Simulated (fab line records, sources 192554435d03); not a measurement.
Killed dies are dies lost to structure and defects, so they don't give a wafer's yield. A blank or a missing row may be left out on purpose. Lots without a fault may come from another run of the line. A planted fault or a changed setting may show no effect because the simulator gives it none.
Chamber matching    flow n5-finfet    N5_FIN_SAQP_SPACER1_ALD_24 on ald-sin-02: 4 sister chambers
The step deposits SiO2, target thk 20.3 nm, pulse time 1 s, purge time 2 s. 14 wafers are shown with their chamber, then 7 later ones without.

WAFERS, EACH WITH ITS CHAMBER
wafer   chamber  heater-power-w (W)  precursor-pulse-height-rel
L080.1  2        476                 1.041
L080.2  0        455                 0.986
L080.6  1        503                 0.984
L086.1  3        490                 1.003
L086.2  2        499                 0.988
L086.6  0        476                 0.971
L089.1  0        468                 1.000
L089.5  3        485                 1.013
L089.6  2        499                 0.972
L093.3  2        486                 1.024
L093.5  1        507                 1.000
L093.6  2        487                 1.031
L094.1  0        469                 1.002
L094.4  2        491                 0.976

SIGNATURES, as means of the wafers listed above
reading                     chamber 0  chamber 1  chamber 2  chamber 3  scatter within a chamber
heater-power-w              467.00     505.00     489.67     487.50     7.96
precursor-pulse-height-rel  0.98975    0.99200    1.00533    1.00800    0.0231
Rule: for a wafer and a chamber, the distance is found by dividing, reading by reading, the gap between the wafer's reading and the chamber's mean by the reading's scatter, squaring, summing and taking the root. If the next closest chamber is less than 2 further off than the closest, the wafer can't be placed; otherwise it belongs to the closest. The scatter: the root of (the sum of the squares of (reading less its chamber's mean) over the shown wafers, divided by (wafers less chambers)).

WAFERS WITH NO CHAMBER GIVEN
wafer   heater-power-w (W)  precursor-pulse-height-rel
L094.5  484                 0.988
L095.2  476                 1.007
L095.3  512                 1.020
L095.6  459                 0.994
L097.1  500                 1.027
L097.3  491                 1.010
L097.6  456                 1.026

THE CHAMBER EACH PASSED THROUGH
wafer   from the rows above                in truth
L094.5  can't be placed: 3 or 2 or 0 or 1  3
L095.2  can't be placed: 0 or 3 or 2       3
L095.3  can't be placed: 1 or 2 or 3       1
L095.6  0                                  0
L097.1  can't be placed: 2 or 1 or 3       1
L097.3  can't be placed: 2 or 3 or 1       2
L097.6  can't be placed: 0 or 3            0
Correctly placed: 1 of 7. From these rows, 6 cannot be placed; in 6 the true chamber is one of the candidates. 0 placed wrongly.
